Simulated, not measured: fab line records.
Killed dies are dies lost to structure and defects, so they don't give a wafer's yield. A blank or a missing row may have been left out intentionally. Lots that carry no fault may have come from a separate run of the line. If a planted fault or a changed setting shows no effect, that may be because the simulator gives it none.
fab line records | flow n5Finfet
record lots=11 wafers=32 lastDay=17
route steps=1938 shown BEOL_M10@1511 PASSIVATION@1936
lots that met no fault: taken from a fault-free run of the same line
startH: the number of hours between the record's first day and the start of the first shown wafer of the lot | waitH: hours from the lot's prior step to this one | " the same as in the row above | L1.1+2: several wafers, shown together as one row | - no value, or no start was given | * or withheld: withheld | < > ~ a bound
route shown NAME@n: NAME is a module with steps in the file, n the number in the route of the first one | usual: mean/standard deviation of fault-free wafers | same: alike in all rows | chamber/n: place in a boat | sites: the reading at each site | _std_site: the values' standard deviation | _edge_site: inner sites' mean taken away from outer sites' mean | radiusMm: how far each site lies from the wafer's centre | mask NAME#n: copy n | behind: the tool/chamber that last shaped the wafer | hold: why the lot went on hold/how many hours it stayed there/how the hold came to an end | device: names the non-switching transistor (n, p or np) | end of line: at the end of the route, the tests of the same wafers | a step without rows: its recipe alone | killed: dies that structure and defects cost at the first sort, which is not the same as the wafer's yield | map: a wafer's dies, marking killed ones x, the rest . and places with no die _
set.NAME: setting as actually run; set.NAME@STEP: the setting as run at that earlier step | model.NAME: the simulator's own value behind a step, which no gauge read
route steps across a sampled set of lots; one table per step, one row per wafer
services: from which hour (startH, from the record's first day; less than 0 if before it) a tool's chamber was out of use, for how many hours, and why
## steps
# step N5_BEOL_M10_STRIP_36
# recipe chemistry=N2/H2 powerW=450 tempC=40 pressureMtorr=20 rfFrequencyHz=6e+07 overashFraction=0.3 biasPowerW=7 h2Frac=0.5 n2FlowSccm=200 h2FlowSccm=200
# usual drypumpMotorCurrentA=5.7/0.41 oesProductAu=0.80/0.083 rfVppV=59.5/1.9 showerheadPlenumPTorr=2.55/0.086 throttleValvePct=23.6/0.3
# columns lot.wafer tool chamber startH waitH drypumpMotorCurrentA oesProductAu rfHoursCounterH rfVppV showerheadPlenumPTorr throttleValvePct
L650.2 rieDiel-01 1 234.98 0.0 5.6 0.88 52 60.6 2.58 23.4
L650.3 " 2 " " 5.8 0.67 248 59.1 2.51 24.4
L650.5 " 2 " " 5.8 0.68 - 59.1 2.51 24.4
L648.1 rieDiel-01 3 247.51 0.0 5.2 0.84 76 58.5 2.46 23.5
L648.2 " 1 " " 5.6 0.87 58 58.5 2.58 23.5
L648.3 " 0 " " 5.1 0.82 96 60.5 2.46 23.2
L652.2 rieDiel-03 3 252.88 0.0 5.6 0.80 127 58.4 2.67 23.9
L652.3 " 2 " " 5.9 0.85 64 60.9 2.46 23.6
L652.6 " 1 " " 6.7 0.86 - 58.7 2.46 23.5
L654.1 rieDiel-03 2 261.47 0.0 5.9 0.83 67 59.1 2.46 23.5
L654.2 " 0 " " 5.5 0.94 12 56.7 2.71 23.2
L660.1 rieDiel-03 2 296.84 0.0 5.9 0.81 80 60.6 2.45 23.6
L660.2 " 1 " " 6.8 0.86 69 61.7 2.46 23.5
L660.6 " 3 " " 5.7 0.79 - 58.7 2.66 23.9
L658.1 rieDiel-05 2 299.42 0.0 6.1 0.94 9 60.0 2.61 23.6
L658.3 " 3 " " 5.5 0.69 238 57.9 2.50 23.9
L658.4 " 0 " " 5.5 0.77 - 60.9 2.65 23.1
L662.3 rieDiel-03 0 316.20 0.0 5.5 0.92 30 55.9 2.70 23.3
L662.4 " 1 " " 6.7 0.84 77 59.6 2.45 23.5
L662.6 " 1 " " 6.7 0.85 - 58.4 2.45 23.5
L663.1 rieDiel-01 3 316.71 0.0 5.2 0.79 105 57.7 2.45 23.6
L663.3 " 2 " " 5.8 0.93 20 61.2 2.50 24.1
L663.5 " 2 " " 5.8 0.95 - 58.9 2.50 24.1
L664.1 rieDiel-05 0 333.87 0.0 5.6 0.76 125 59.3 2.65 23.2
L664.2 " 3 " " 5.5 0.67 254 61.2 2.50 23.9
L664.6 " 3 " " 5.6 0.67 - 63.7 2.50 23.9
L667.2 rieDiel-05 2 340.06 0.0 6.1 0.88 29 59.2 2.60 23.7
L667.3 " 0 " " 5.6 0.74 129 60.9 2.64 23.2
L667.5 " 2 " " 6.2 0.90 - 57.3 2.60 23.6
L669.2 rieDiel-05 2 352.01 0.0 6.2 0.88 34 60.7 2.60 23.7
L669.3 " 0 " " 5.5 0.76 134 60.0 2.64 23.2
L669.6 " 2 " " 6.2 0.87 - 59.7 2.60 23.7
# step N5_BEOL_M10_TRENCH_ETCH_37
# recipe chemistry=C4F6/O2 targetDepthA=1488.3 target=SiCOH_lowk timeS=48 ionEnergyEv=250 pressureMtorr=30 sourceW=345 biasW=185 Ar_flow_sccm=300 C4F6_flow_sccm=10 O2_flow_sccm=10
# usual C4F6_flow_sccm=10.004/0.027 drypumpMotorCurrentA=5.7/0.41 oesProductAu=0.80/0.081 rfVppV=670/11 showerheadPlenumPTorr=2.86/0.084 throttleValvePct=20.9/0.33
# same timeS=48
# columns lot.wafer tool chamber startH waitH C4F6_flow_sccm drypumpMotorCurrentA oesProductAu rfHoursCounterH rfVppV showerheadPlenumPTorr throttleValvePct
L650.2 rieDiel-01 1 - - 10.011 5.6 0.88 52 663 2.88 20.5
L650.3 " 2 " " 9.998 5.8 0.69 248 667 2.79 21.3
L650.5 " 2 " " 9.966 5.8 0.69 - 668 2.79 21.3
L648.1 rieDiel-01 3 - - 9.971 5.2 0.83 76 680 2.77 21.0
L648.2 " 1 " " 9.960 5.6 0.87 58 664 2.87 20.5
L648.3 " 0 " " 10.046 5.1 0.81 96 672 2.76 20.7
L652.2 rieDiel-03 3 - - 9.987 5.6 0.80 127 677 2.97 21.0
L652.3 " 2 " " 10.037 5.9 0.85 64 690 2.77 20.9
L652.6 " 1 " " 10.016 6.7 0.87 - 685 2.75 20.7
L654.1 rieDiel-03 2 - - 9.966 5.9 0.84 67 687 2.76 20.9
L654.2 " 0 " " 10.017 5.5 0.95 12 669 3.02 20.4
L660.1 rieDiel-03 2 - - 9.949 5.9 0.81 80 688 2.76 20.9
L660.2 " 1 " " 10.033 6.7 0.85 69 684 2.75 20.7
L660.6 " 3 " " 9.979 5.6 0.78 - 677 2.96 21.0
L658.1 rieDiel-05 2 - - 9.998 6.2 0.93 9 666 2.90 20.7
L658.3 " 3 " " 10.036 5.6 0.69 238 650 2.83 21.2
L658.4 " 0 " " 10.010 5.5 0.77 - 677 2.95 20.5
L662.3 rieDiel-03 0 - - 10.008 5.5 0.91 30 667 3.01 20.4
L662.4 " 1 " " 10.001 6.7 0.85 77 684 2.74 20.7
L662.6 " 1 " " 10.028 6.7 0.85 - 683 2.74 20.7
L663.1 rieDiel-01 3 - - 9.961 5.2 0.79 105 678 2.76 21.1
L663.3 " 2 " " 9.960 5.8 0.95 21 666 2.78 21.0
L663.5 " 2 " " 9.983 5.8 0.93 - 666 2.78 21.0
L664.1 rieDiel-05 0 - - 9.984 5.5 0.75 125 676 2.94 20.5
L664.2 " 3 " " 9.998 5.6 0.68 254 649 2.82 21.2
L664.6 " 3 " " 10.008 5.6 0.68 - 650 2.83 21.2
L667.2 rieDiel-05 2 - - 10.017 6.2 0.87 29 667 2.89 20.8
L667.3 " 0 " " 9.994 5.5 0.76 129 676 2.94 20.5
L667.5 " 2 " " 10.001 6.2 0.89 - 667 2.89 20.7
L669.2 rieDiel-05 2 - - 9.979 6.2 0.87 34 667 2.89 20.8
L669.3 " 0 " " 10.003 5.5 0.75 134 677 2.94 20.5
L669.6 " 2 " " 9.944 6.2 0.88 - 665 2.89 20.8
# step N5_BEOL_M10_CVD_75
# recipe material=Co targetThkA=20 tempC=withheld precursor=CCTBA/H2 pressureTorr=30 timeS=138.9
# same timeS=138.9
# columns lot.wafer tool chamber startH waitH
L650.2+3+5 cvdCo-02 2,1,0 236.58 0.3
L648.1+2+3 cvdCo-02 2,1,0 250.19 0.0
L652.2+3+6 cvdCo-02 0,2,1 254.90 0.1
L654.1+2 cvdCo-01 1,2 264.68 0.0
L660.1+2+6 cvdCo-02 1,2,2 298.12 0.0
L658.1+3+4 cvdCo-02 1,0,1 302.20 0.1
L662.3+4+6 cvdCo-01 0,1,0 317.52 0.0
L663.1+3+5 cvdCo-01 1,2,2 318.19 0.0
L664.1+2+6 cvdCo-02 0,1,1 335.25 0.1
L664.1+2+6 cvdCo-02 0,1,1 335.53 0.2
L667.2+3+5 cvdCo-01 2,0,2 341.58 0.1
L667.2+3+5 cvdCo-01 2,0,2 341.97 0.3
L669.2+3+6 cvdCo-02 2,0,0 354.72 0.0
# step N5_BEOL_M10_THK_MEAS_53
# recipe thkMeasGauge=xrf reads=Cu_of_BEOL_M10_ECD_50
# usual M10_THK=141/3.2
# columns lot.wafer tool chamber startH waitH M10_THK[nm]
L650.2 filmMetro-02 - 239.10 - 147
L650.3 " - " " 141
L650.5 " - " " 141
L648.1 filmMetro-01 - 251.15 - 145
L648.2 " - " " 148
L648.3 " - " " 147
L652.2 filmMetro-02 - 255.96 - 141
L652.3 " - " " 145
L652.6 " - " " 145
L654.1 filmMetro-01 - 267.80 - 146
L654.2 " - " " 141
L660.1 filmMetro-02 - 299.08 - 145
L660.2 " - " " 143
L660.6 " - " " 143
L658.1 filmMetro-02 - 303.23 - 140
L658.3 " - " " 138
L658.4 " - " " 139
L662.3 filmMetro-02 - 318.52 - 143
L662.4 " - " " 142
L662.6 " - " " 142
L663.1 filmMetro-02 - 319.20 - 142
L663.3 " - " " 141
L663.5 " - " " 140
L664.1 filmMetro-02 - 336.62 - 137
L664.2 " - " " 139
L664.6 " - " " 139
L667.2 filmMetro-01 - 342.96 - 136
L667.3 " - " " 137
L667.5 " - " " 137
L669.2 filmMetro-02 - 355.75 - 140
L669.3 " - " " 140
L669.6 " - " " 141
# step N5_PASSIVATION_PROBE_49
# usual defectLimitedYield=91.5/1.4 killed_at_M0_to_M3=32/9.7 killed_at_M4_up=14/5.3 killedAtContacts=11/6 killedAtFrontEnd=39/14 killedAtOther=3.3/2.7 killedDies=100/17 killedOpen=66/13 killedShort=32/7.4 sort_bin_4_leakage=0.02/0.16 sort_bin_5_function=4.9/0.9 sort_bin_6_memory=3.2/0.72 sort_bin_8_speed=0.00/0.0071 sortNPass=1080/17 sortYieldPct=91.5/1.4
# same grossDies=1180 killedAtBackSide=0
# columns lot.wafer tool chamber startH waitH defectLimitedYield[%] killed_at_M0_to_M3 killed_at_M4_up killedAtContacts killedAtFrontEnd killedAtOther killedDies killedOpen killedShort sort_bin_4_leakage[%] sort_bin_5_function[%] sort_bin_6_memory[%] sort_bin_8_speed[%] sortNPass sortYieldPct[%]
L654.1 prober-02 - 311.33 0.0 93.1 27 17 19 17 2 82 51 30 0 4.1 2.6 0 1098 93.1
L654.2 prober-02 - 311.38 0.1 91.5 26 14 2 55 3 100 64 29 0 4.2 3.8 0 1080 91.5
L658.1 prober-02 - 351.37 0.0 90.4 48 23 6 30 6 113 85 28 0 5.4 4.0 0 1067 90.4
L658.3 prober-02 - 351.47 0.1 92.6 30 10 4 42 1 87 56 31 0 4.1 3.1 0 1093 92.6
L658.4 prober-02 - 351.52 0.2 90.6 29 16 8 51 7 111 74 37 0 4.7 4.3 0 1069 90.6
L662.3 prober-02 - 367.95 0.1 93.9 28 8 4 31 1 72 44 27 0 3.3 2.2 0 1108 93.9
L662.4 prober-02 - 368.00 0.2 92.7 27 9 7 41 2 86 49 29 0 4.1 2.1 0 1094 92.7
L662.6 prober-02 - 368.10 0.3 93.1 28 7 20 26 0 81 59 22 0 3.7 3.1 0 1099 93.1
L664.6 prober-01 - 382.63 0.3 90.4 47 14 12 36 4 113 83 28 0.08 5.2 4.1 0 1066 90.3
# killed by level:class
L654.1 MOL_CONTACT_COAG:geometricParticle:short=10 MOL_CONTACT_COAG:geometricParticle:open=9 BEOL_M2:geometricParticle:open=6 BEOL_M4:geometricParticle:open=6 BEOL_M1:geometricParticle:open=5 BEOL_M3:geometricParticle:open=5 BEOL_M0_SAQP:geometricParticle:open=4 BEOL_M0_SAQP:geometricParticle:short=4
L654.2 STI_FIN_REVEAL:geometricParticle:open=30 STI_FIN_REVEAL:geometricParticle:short=5 BEOL_M0_SAQP:geometricParticle:short=5 DUMMY_GATE:geometricParticle:short=4 BEOL_M4:geometricParticle:open=4 BEOL_M11:geometricParticle:open=4 HKMG_FIN:areaEtch=4 FIN_SAQP:geometricParticle:short=3
L658.1 BEOL_M3:geometricParticle:open=16 BEOL_M4:geometricParticle:open=14 BEOL_M0_SAQP:geometricParticle:short=9 STI_FIN_REVEAL:geometricParticle:open=8 BEOL_M0_SAQP:geometricParticle:open=8 FIN_SAQP:geometricParticle:open=7 BEOL_M1:geometricParticle:open=6 MOL_CONTACT_COAG:geometricParticle:open=5
L658.3 BEOL_M3:geometricParticle:open=9 FIN_SAQP:geometricParticle:open=7 BEOL_M0_SAQP:geometricParticle:open=7 FIN_SAQP:geometricParticle:short=6 STI_FIN_REVEAL:geometricParticle:open=6 DUMMY_GATE:geometricParticle:open=5 GATE_CUT:geometricParticle:short=5 BEOL_M1:geometricParticle:open=4
L658.4 STI_FIN_REVEAL:geometricParticle:open=14 FIN_SAQP:geometricParticle:short=8 DUMMY_GATE:geometricParticle:open=8 BEOL_M3:geometricParticle:open=7 MOL_CONTACT_COAG:geometricParticle:open=7 BEOL_M0_SAQP:geometricParticle:open=6 FIN_SAQP:geometricParticle:open=5 BEOL_M5:geometricParticle:open=5
L662.3 GATE_CUT:geometricParticle:short=6 BEOL_M3:geometricParticle:open=6 GATE_CUT:geometricParticle:open=5 STI_FIN_REVEAL:geometricParticle:open=5 BEOL_M0_SAQP:geometricParticle:short=5 FIN_SAQP:geometricParticle:short=4 FIN_SAQP:geometricParticle:open=3 BEOL_M0_SAQP:geometricParticle:open=3
L662.4 FIN_SAQP:geometricParticle:open=8 FIN_SAQP:geometricParticle:short=8 BEOL_M0_SAQP:geometricParticle:open=8 HKMG_FIN:areaEtch=8 GATE_CUT:geometricParticle:short=6 STARTING-WAFER:geometricParticle:open=5 MOL_CONTACT_COAG:geometricParticle:open=5 BEOL_M3:geometricParticle:open=4
L662.6 MOL_CONTACT_COAG:geometricParticle:open=18 BEOL_M2:geometricParticle:open=7 FIN_SAQP:geometricParticle:short=6 STI_FIN_REVEAL:geometricParticle:open=5 BEOL_M0_SAQP:geometricParticle:short=5 FIN_SAQP:geometricParticle:open=4 BEOL_M0:geometricParticle:open=4 BEOL_M1:geometricParticle:open=3
L664.6 BEOL_M0_SAQP:geometricParticle:open=20 MOL_CONTACT_COAG:geometricParticle:open=11 BEOL_M0_SAQP:geometricParticle:short=11 STI_FIN_REVEAL:geometricParticle:open=9 FIN_SAQP:geometricParticle:open=8 FIN_SAQP:geometricParticle:short=7 BEOL_M3:geometricParticle:open=6 BEOL_M1:geometricParticle:open=4
## services
# columns tool chamber startH hours kind
rieDiel-05 1 213.01 3.8 repair
rieDiel-05 2 241.53 4.6 repair
rieDiel-01 2 242.59 - clean
rieDiel-01 2 242.59 - consumableReplace:focusRing
rieDiel-01 2 242.59 22.9 scheduledDown
rieDiel-01 2 242.59 22.9 ventCycle
rieDiel-05 2 253.64 - clean
rieDiel-05 2 253.64 - consumableReplace:focusRing
cvdCo-01 - 267.98 6.0 pm
rieDiel-03 0 277.30 4.8 repair
rieDiel-01 0 293.25 34.3 repair
rieDiel-05 2 294.72 3.8 repair
rieDiel-05 0 303.23 6.3 repair
cvdCo-01 1 333.33 - clean
cvdCo-01 1 333.33 22.0 scheduledDown
cvdCo-01 1 333.33 22.0 ventCycle
cvdCo-01 - 348.62 2.8 pm
rieDiel-03 3 353.62 2.7 repair
## key
firstSign step=N5_BEOL_M10_CVD_75 reading=visit direction=added
effect none on later readings
metAt N5_BEOL_M10_CVD_75
struckLots L664,L667
notActingAt N5_BEOL_M10_STRIP_36,N5_BEOL_M10_TRENCH_ETCH_37,N5_BEOL_M10_THK_MEAS_53
fault kind=repeatedStepWhole tool=cvdCo-01,cvdCo-02 chamber=- onsetH=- steps=N5_BEOL_M10_CVD_75 times=1 scope=struckLotsOnly
